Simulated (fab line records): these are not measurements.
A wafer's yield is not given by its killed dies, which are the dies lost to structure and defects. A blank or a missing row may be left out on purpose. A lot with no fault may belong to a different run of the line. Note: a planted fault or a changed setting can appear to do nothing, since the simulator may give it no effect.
Lot-split experiment | flow n5_finfet | 7 lots, 21 wafers read, on a route of 1938 steps

== ON THE SPLIT ==
At N5_WELL_APT_COAT_02 (resist thk 950 nm), the setting spin_rpm was moved away from the recipe's 1357 rpm on 4 of the 21 wafers read, by -3.8% to +9.0%. The other wafers ran this setting at the recipe's value.

Reading taken at the split's own step.

== THE READING ==
coat_of_WELL_APT_COAT_02.thk_nm (the simulator's own value, which no gauge read), in nm, at N5_WELL_APT_COAT_02 (resist thk 950 nm). No usual value for it is given in the file. Here, 17 wafers ran the recipe; their average is 951.1 nm with a standard deviation of 3 nm.

wafer  | tool, chamber at the split | spin_rpm as run, rpm | against the recipe | coat_of_WELL_APT_COAT_02.thk_nm, nm | against lot-mates on the recipe
L078.2 | litho_track-05, 0          | 1306                 | -3.8%              | 965.6                               | +16.5
L078.4 | litho_track-05, 0          | 1306                 | -3.8%              | 968.4                               | +19.3
L078.5 | litho_track-05, 0          | 1357                 | recipe             | 949.1                               | -
L087.2 | litho_track-03, 0          | 1357                 | recipe             | 953.3                               | -
L087.5 | litho_track-03, 0          | 1357                 | recipe             | 952.5                               | -
L087.6 | litho_track-03, 0          | 1357                 | recipe             | 953.9                               | -
L088.1 | litho_track-01, 0          | 1407                 | +3.7%              | 937.2                               | -15.6
L088.2 | litho_track-01, 0          | 1357                 | recipe             | 953.8                               | -
L088.6 | litho_track-01, 0          | 1357                 | recipe             | 951.9                               | -
L090.2 | litho_track-03, 0          | 1357                 | recipe             | 946.4                               | -
L090.3 | litho_track-03, 0          | 1357                 | recipe             | 944.2                               | -
L090.5 | litho_track-03, 0          | 1357                 | recipe             | 947.3                               | -
L095.2 | litho_track-05, 0          | 1357                 | recipe             | 955.4                               | -
L095.3 | litho_track-05, 0          | 1357                 | recipe             | 953.8                               | -
L095.5 | litho_track-05, 0          | 1357                 | recipe             | 953                                 | -
L096.1 | litho_track-01, 0          | 1357                 | recipe             | 951.9                               | -
L096.2 | litho_track-01, 0          | 1479                 | +9.0%              | 910.5                               | -41.8
L096.6 | litho_track-01, 0          | 1357                 | recipe             | 952.8                               | -
L097.3 | litho_track-01, 0          | 1357                 | recipe             | 950.5                               | -
L097.4 | litho_track-01, 0          | 1357                 | recipe             | 950.8                               | -
L097.5 | litho_track-01, 0          | 1357                 | recipe             | 948.7                               | -

THE FIT
A straight line over all 21 wafers: coat_of_WELL_APT_COAT_02.thk_nm changes by -4.37 nm for each +1% of spin_rpm; r = -0.97; the points scatter about the line by 2.9 nm.
The same after taking each lot's own level away (the mean of its wafers on the recipe; 21 wafers): -4.64 nm for each +1%; r = -1.00; scatter 1 nm.
That fit puts the effect of the largest move of spin_rpm on the reading at 42 nm.
From 945.97 to 954.07 nm: that is the span of the lots' own levels, equal to 2.7 times the standard deviation above.
The two slopes agree, so the slope changes little with the lot-to-lot level.
Check: with one of the wafers moved furthest among these (+9.0%) left out of the fit, the line predicts -41.1 nm for it against its lot-mates. It came out at -41.8 nm against them.

== FILE'S OWN FIT ==
coat_of_WELL_APT_COAT_02.thk_nm changes by -4.61 nm for each +1% of spin_rpm, r = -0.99.
